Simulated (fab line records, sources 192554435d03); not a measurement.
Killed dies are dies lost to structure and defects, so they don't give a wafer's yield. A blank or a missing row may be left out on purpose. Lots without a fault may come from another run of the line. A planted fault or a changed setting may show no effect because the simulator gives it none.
Which tool did it? | flow n5_finfet | 9 lots, 27 wafers sampled, at 6 steps of a route of 1938

WHAT THE GAUGES READ, wafer by wafer
N5_BEOL_M1_INSPECT_13: inspects for defects (brightfield).
lot  | measured     | on                | raw_defect_count
L275 | day 6 08:46  | defect_inspect-01 | 412 334 388
L279 | day 7 07:40  | defect_inspect-02 | 257 528 499
L283 | day 8 08:12  | defect_inspect-01 | 395 381 417
L287 | day 9 13:50  | defect_inspect-01 | 388 371 408
L289 | day 9 22:28  | defect_inspect-02 | 466 451 762
L292 | day 10 16:41 | defect_inspect-02 | 402 392 527
L293 | day 10 20:25 | defect_inspect-02 | 530 430 465
L294 | day 11 04:22 | defect_inspect-01 | 313 408 343
L296 | day 11 12:43 | defect_inspect-02 | 337 349 336

N5_BEOL_M1_INSPECT_30: inspects for defects (brightfield).
lot  | measured     | on                | raw_defect_count
L275 | day 6 09:40  | defect_inspect-01 | 404 350 431
L279 | day 7 08:44  | defect_inspect-01 | 253 542 507
L283 | day 8 09:04  | defect_inspect-01 | 389 380 374
L287 | day 9 14:43  | defect_inspect-01 | 379 360 415
L289 | day 9 23:27  | defect_inspect-02 | 1041 1035 1378
L292 | day 10 17:45 | defect_inspect-01 | 1014 954 1078
L293 | day 10 21:22 | defect_inspect-02 | 525 422 460
L294 | day 11 05:16 | defect_inspect-01 | 302 405 348
L296 | day 11 13:40 | defect_inspect-01 | 341 353 335

N5_BEOL_M4_RC_MEAS_101.
lot  | measured     | on        | DIBL_N (mV/V)  | DIBL_P (mV/V)  | IOFF_N (nA/um) | IOFF_P (nA/um) | ION_N (uA/um) | ION_P (uA/um) | SS_N (mV/dec)  | SS_P (mV/dec)  | VT_N (mV)   | VT_P (mV)
L275 | day 9 10:38  | prober-02 | 37.8 42.0 34.8 | 36.2 40.1 33.9 | 0.15 0.27 0.13 | 0.21 0.27 0.18 | 666 682 680   | 459 458 468   | 71.6 73.9 71.1 | 72.7 74.7 72.6 | 250 245 252 | -249 -249 -251
L279 | day 10 06:55 | prober-02 | 35.6 37.4 34.8 | 35.6 37.6 36.4 | 0.12 0.16 0.13 | 0.20 0.22 0.21 | 653 651 661   | 462 448 462   | 71.6 72.3 70.8 | 72.9 73.5 73.2 | 255 252 253 | -250 -251 -248
L283 | day 11 09:17 | prober-02 | 36.3 37.3 36.5 | 36.6 38.0 37.6 | 0.15 0.16 0.16 | 0.21 0.23 0.22 | 678 659 681   | 468 459 463   | 71.1 71.4 71.4 | 73.3 74.0 73.7 | 252 250 247 | -252 -248 -250
L287 | day 12 08:23 | prober-01 | 35.5 33.3 35.3 | 35.2 32.9 34.6 | 0.13 0.11 0.14 | 0.18 0.16 0.18 | 650 656 665   | 451 459 452   | 71.8 70.9 71.5 | 73.1 72.7 73.1 | 252 254 253 | -251 -254 -251
L289 | day 12 19:28 | prober-01 | 36.6 37.8 41.0 | 32.5 34.6 37.7 | 0.13 0.16 0.23 | 0.18 0.22 0.27 | 661 673 677   | 455 457 462   | 71.1 71.8 72.7 | 73.0 74.1 74.2 | 252 247 244 | -254 -249 -249
L292 | day 13 13:35 | prober-02 | 38.5 39.1 37.1 | 37.6 38.6 36.5 | 0.19 0.21 0.17 | 0.21 0.23 0.20 | 674 693 686   | 453 471 466   | 72.4 72.5 71.5 | 74.1 74.6 73.9 | 246 247 246 | -251 -252 -253
L293 | day 13 09:16 | prober-02 | 40.8 35.1 36.6 | 42.0 35.6 36.8 | 0.26 0.14 0.16 | 0.32 0.21 0.21 | 692 663 676   | 467 457 462   | 72.9 71.1 71.7 | 74.4 73.1 73.4 | 245 251 250 | -245 -249 -251
L294 | day 14 07:06 | prober-01 | 37.4 37.4 38.9 | 38.4 38.9 38.7 | 0.16 0.17 0.18 | 0.22 0.25 0.24 | 678 667 654   | 468 455 452   | 71.0 71.4 72.4 | 74.4 73.9 74.9 | 251 253 254 | -249 -247 -249
L296 | day 14 07:49 | prober-02 | 38.0 39.0 37.8 | 37.2 39.1 36.6 | 0.19 0.23 0.18 | 0.26 0.31 0.25 | 699 682 674   | 472 467 463   | 71.8 71.8 72.4 | 73.5 74.1 73.6 | 249 245 248 | -244 -244 -245

WHICH TOOL RAN EACH LOT (tool, then ch and the chambers of the sampled wafers, then the start)
lot  | N5_BEOL_M1_HM_DEP_02         | N5_BEOL_M1_STRIP_19                | N5_BEOL_M1_ETCH_77
L275 | pvd_sputter-02, day 6 08:10  | rie_diel-01 ch 0,1,3, day 6 09:11  | rie_diel-06 ch 0,2,3, day 6 09:44
L279 | pvd_sputter-01, day 7 07:03  | rie_diel-01 ch 0,2,3, day 7 08:07  | rie_diel-06 ch 0,2,3, day 7 08:48
L283 | pvd_sputter-03, day 8 07:35  | rie_diel-01 ch 1,2,3, day 8 08:36  | rie_diel-01 ch 0,1,2, day 8 09:08
L287 | pvd_sputter-03, day 9 13:21  | rie_diel-03 ch 1,2,3, day 9 14:14  | rie_diel-03 ch 2,3, day 9 14:47
L289 | pvd_sputter-02, day 9 21:59  | rie_diel-01 ch 0,2,3, day 9 22:51  | rie_diel-06 ch 0,1,2, day 9 23:31
L292 | pvd_sputter-02, day 10 16:04 | rie_diel-01 ch 1,2, day 10 17:06   | rie_diel-06 ch 0,1, day 10 17:49
L293 | pvd_sputter-03, day 10 19:48 | rie_diel-06 ch 0,1,3, day 10 20:53 | rie_diel-06 ch 1,2,3, day 10 21:33
L294 | pvd_sputter-02, day 11 03:43 | rie_diel-06 ch 1,3, day 11 04:47   | rie_diel-06 ch 0,3, day 11 05:20
L296 | pvd_sputter-02, day 11 12:07 | rie_diel-03 ch 1,3, day 11 13:11   | rie_diel-01 ch 0,1,2, day 11 13:44
- N5_BEOL_M1_HM_DEP_02: deposits TiN, target thk 20 nm.
- N5_BEOL_M1_STRIP_19: strips in O2.
- N5_BEOL_M1_ETCH_77: etches underlayer in N2/H2, target depth 6.5 nm, time 5.2 s.

WHAT THE TOOLS THEMSELVES READ (means of the sampled wafers that have a number; where no wafer has one, the mark that the record gives instead)
N5_BEOL_M1_HM_DEP_02.
lot  | tool           | chamber_pressure_pa (Pa) | substrate_temp_c (C) | throttle_valve_pct (%)
L275 | pvd_sputter-02 | 0.5000                   | 24.94                | 30.4
L279 | pvd_sputter-01 | 0.4994                   | 25.03                | 29.5
L283 | pvd_sputter-03 | 0.5001                   | 25.07                | 30.9
L287 | pvd_sputter-03 | 0.5007                   | 25.02                | 30.3
L289 | pvd_sputter-02 | 0.4994                   | 24.99                | 30.6
L292 | pvd_sputter-02 | 0.5003                   | 25.08                | 30.6
L293 | pvd_sputter-03 | 0.5006                   | 25.01                | 30.4
L294 | pvd_sputter-02 | 0.5007                   | 24.91                | 30.6
L296 | pvd_sputter-02 | 0.4994                   | 24.92                | 30.9

N5_BEOL_M1_STRIP_19.
lot  | tool        | drypump_motor_current_A (A) | oes_product_au (a.u.) | rf_vpp_V (V) | showerhead_plenum_p_Torr (Torr) | throttle_valve_pct (%)
L275 | rie_diel-01 | 6.1                         | 0.78                  | 3.8          | 2.06                            | 16.72
L279 | rie_diel-01 | 6.0                         | 0.79                  | 3.5          | 2.13                            | 16.69
L283 | rie_diel-01 | 6.0                         | 0.79                  | 4.1          | 2.10                            | 16.67
L287 | rie_diel-03 | 4.9                         | 0.79                  | 4.0          | 2.06                            | 16.79
L289 | rie_diel-01 | 6.0                         | 0.77                  | 3.5          | 2.12                            | 16.73
L292 | rie_diel-01 | 5.8                         | 0.72                  | 3.9          | 2.07                            | 16.87
L293 | rie_diel-06 | 5.9                         | 0.84                  | 3.6          | 2.13                            | 16.50
L294 | rie_diel-06 | 5.7                         | 0.78                  | 3.7          | 2.12                            | 16.71
L296 | rie_diel-03 | 4.9                         | 0.79                  | 4.1          | 2.02                            | 16.87

N5_BEOL_M1_ETCH_77.
lot  | tool        | bias_w (W) | drypump_motor_current_A (A) | etch_rf_on_time_s (s) | oes_product_au (a.u.) | rf_fwd_power_W (W) | rf_vpp_V (V) | showerhead_plenum_p_Torr (Torr) | throttle_valve_pct (%)
L275 | rie_diel-06 | 149.4      | 6.2                         | 5.37                  | 0.70                  | 823.7              | 526.0        | 2.60                            | 17.61
L279 | rie_diel-06 | 150.0      | 6.2                         | 5.32                  | 0.69                  | 817.3              | 525.3        | 2.60                            | 17.61
L283 | rie_diel-01 | 150.3      | 5.9                         | 5.32                  | 0.62                  | 819.4              | 524.3        | 2.54                            | 17.95
L287 | rie_diel-03 | 149.8      | 4.8                         | 5.13                  | 0.66                  | 821.7              | 522.8        | 2.49                            | 17.98
L289 | rie_diel-06 | 149.4      | 5.9                         | 5.20                  | 0.73                  | 818.4              | 524.9        | 2.61                            | 17.77
L292 | rie_diel-06 | 150.4      | 5.7                         | 5.14                  | 0.76                  | 820.1              | 525.4        | 2.60                            | 17.79
L293 | rie_diel-06 | 149.6      | 5.7                         | 5.23                  | 0.68                  | 818.1              | 524.9        | 2.59                            | 17.85
L294 | rie_diel-06 | 150.1      | 6.4                         | 5.32                  | 0.71                  | 817.4              | 523.2        | 2.57                            | 17.51
L296 | rie_diel-01 | 150.0      | 5.9                         | 5.21                  | 0.62                  | 822.2              | 523.5        | 2.53                            | 18.00

THE ANSWER, worked out from the rows above alone
Rule: what is usual is taken from the lots themselves. Put in order of their means at a reading, lots are off if they are a third of the lots or fewer, leave a main group of 4 or more, and stand apart from it by a gap of 3 or more times the standard deviation of the main group's means; of several such gaps the widest counts. A main group whose means are all the same, to the digits that the tables above print for the reading, isn't used. A lot without any number at a reading at which 4 lots or more have one is off too. The other lots that the step has rows for count as sound. The gauges are gone through in route order, then the tools' own readings, and for those a lot's mean is taken as printed above. The first step at which some lot is off is used, and at that step the reading that is off furthest; a lot without a number counts as furthest.
Off: L289, L292, at N5_BEOL_M1_INSPECT_30 (raw_defect_count). The main group: mean 394, standard deviation 41.
A tool fits if, at a process step before that reading, it ran every lot that is off, and no sound lot after the first of them. The gauges at N5_BEOL_M1_INSPECT_30 are tried like those tools. One fits: rie_diel-01 at N5_BEOL_M1_STRIP_19. Its last sound lot is L283 (day 8 08:36), its first lot that is off L289 (day 9 22:51): a fault that began between those two fits.

WHAT THE SIMULATOR HAD PUT IN
Chamber particle source: rie_diel-01, from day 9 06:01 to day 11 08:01, at N5_BEOL_M1_STRIP_19. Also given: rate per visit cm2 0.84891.
Lots struck among those shown: L289, L292. The rule above found the same.
